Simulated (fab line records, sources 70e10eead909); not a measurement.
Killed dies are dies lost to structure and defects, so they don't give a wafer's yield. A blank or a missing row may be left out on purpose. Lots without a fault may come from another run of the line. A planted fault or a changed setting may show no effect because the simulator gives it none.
Chamber matching | flow nand_harc | NHARC_A_CONTACT_DEP_29 on pecvd-04: 3 sister chambers
The step deposits SiON, target thk 100 nm. 6 wafers are shown with their chamber, then 9 later ones without.

WAFERS WITH THEIR CHAMBER
wafer  | chamber | rf_fwd_power_W (W) | heater_power_w (W)
L079.4 | 2       | 350.6              | 667
L082.4 | 2       | 348.3              | 778
L082.5 | 0       | 346.7              | 706
L092.2 | 1       | 348.5              | 642
L092.3 | 0       | 348.8              | 659
L092.5 | 1       | 349.4              | 634

WAFERS WITHOUT THEIR CHAMBER
wafer  | rf_fwd_power_W (W) | heater_power_w (W)
L093.2 | 349.3              | 768
L093.3 | 348.4              | 751
L093.6 | 348.8              | 758
L094.1 | 348.6              | 730
L094.3 | 349.1              | 732
L094.4 | 348.4              | 732
L095.2 | 347.3              | 662
L095.4 | 349.4              | 664
L095.5 | 349.0              | 712

WHICH CHAMBER EACH WENT THROUGH
wafer  | from the rows above          | in truth
L093.2 | can't be placed: 2 or 0 or 1 | 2
L093.3 | can't be placed: 2 or 0 or 1 | 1
L093.6 | can't be placed: 2 or 0 or 1 | 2
L094.1 | can't be placed: 2 or 0 or 1 | 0
L094.3 | can't be placed: 2 or 0 or 1 | 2
L094.4 | can't be placed: 2 or 0 or 1 | 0
L095.2 | can't be placed: 0 or 1 or 2 | 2
L095.4 | can't be placed: 1 or 2 or 0 | 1
L095.5 | can't be placed: 2 or 0 or 1 | 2
Placed correctly: 0 of 9. Can't be placed from these rows: 9 (the true chamber is among the candidates in 9). Placed wrongly: 0.
How it was worked out, from the rows above alone: a wafer's distance from a chamber is the root of the sum, over the readings, of the square of ((its reading less the chamber's mean) divided by the reading's scatter). The wafer belongs to the nearest chamber; if the next one is less than 2 further off, it can't be placed. A chamber's mean is the mean of its shown wafers. The scatter: the root of (the sum of the squares of (reading less its chamber's mean) over the shown wafers, divided by (wafers less chambers)).
